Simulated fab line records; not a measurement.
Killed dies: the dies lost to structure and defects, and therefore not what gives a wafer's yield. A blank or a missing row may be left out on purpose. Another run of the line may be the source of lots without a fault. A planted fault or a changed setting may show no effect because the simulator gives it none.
Matching of chambers -- flow n5_finfet -- pecvd-02 running N5_BEOL_M2_DEP_57: 3 sister chambers
The step deposits SiCN from 3MS/NH3, target thk 8 nm, time 14 s. 3 wafers are shown with their chamber, then 9 later ones without.

== WAFERS PAIRED WITH THEIR CHAMBERS ==
wafer,chamber,showerhead_plenum_p_Torr (Torr)
L087.5,0,3.657
L091.5,1,3.643
L091.6,2,3.669

== WAFERS MISSING THEIR CHAMBER ==
wafer,showerhead_plenum_p_Torr (Torr)
L092.4,3.649
L092.5,3.660
L092.6,3.676
L095.1,3.658
L095.4,3.652
L095.5,3.649
L096.2,3.657
L096.4,3.645
L096.6,3.657

== WHICH CHAMBER EACH WENT THROUGH ==
wafer,from the rows above,in truth
L092.4,can't be placed: 1 or 0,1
L092.5,can't be placed: 0 or 2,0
L092.6,2,2
L095.1,0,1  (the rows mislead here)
L095.4,can't be placed: 0 or 1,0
L095.5,can't be placed: 1 or 0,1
L096.2,0,0
L096.4,1,1
L096.6,0,0
Placed correctly: 4 of 9. Not placeable from these rows: 4 (in 4, the candidates include the true chamber). 1 placed wrongly.
How it was worked out, from the rows above alone: a wafer's distance from a chamber is the root of the sum, over the readings, of the square of ((its reading less the chamber's mean) divided by the reading's scatter). The wafer belongs to the nearest chamber; if the next one is less than 2 further off, it can't be placed. A chamber's mean is the mean of its shown wafers. The scatter: with one shown wafer a chamber, the root of the mean of the squares of how far each hidden wafer lies from its nearest shown one.
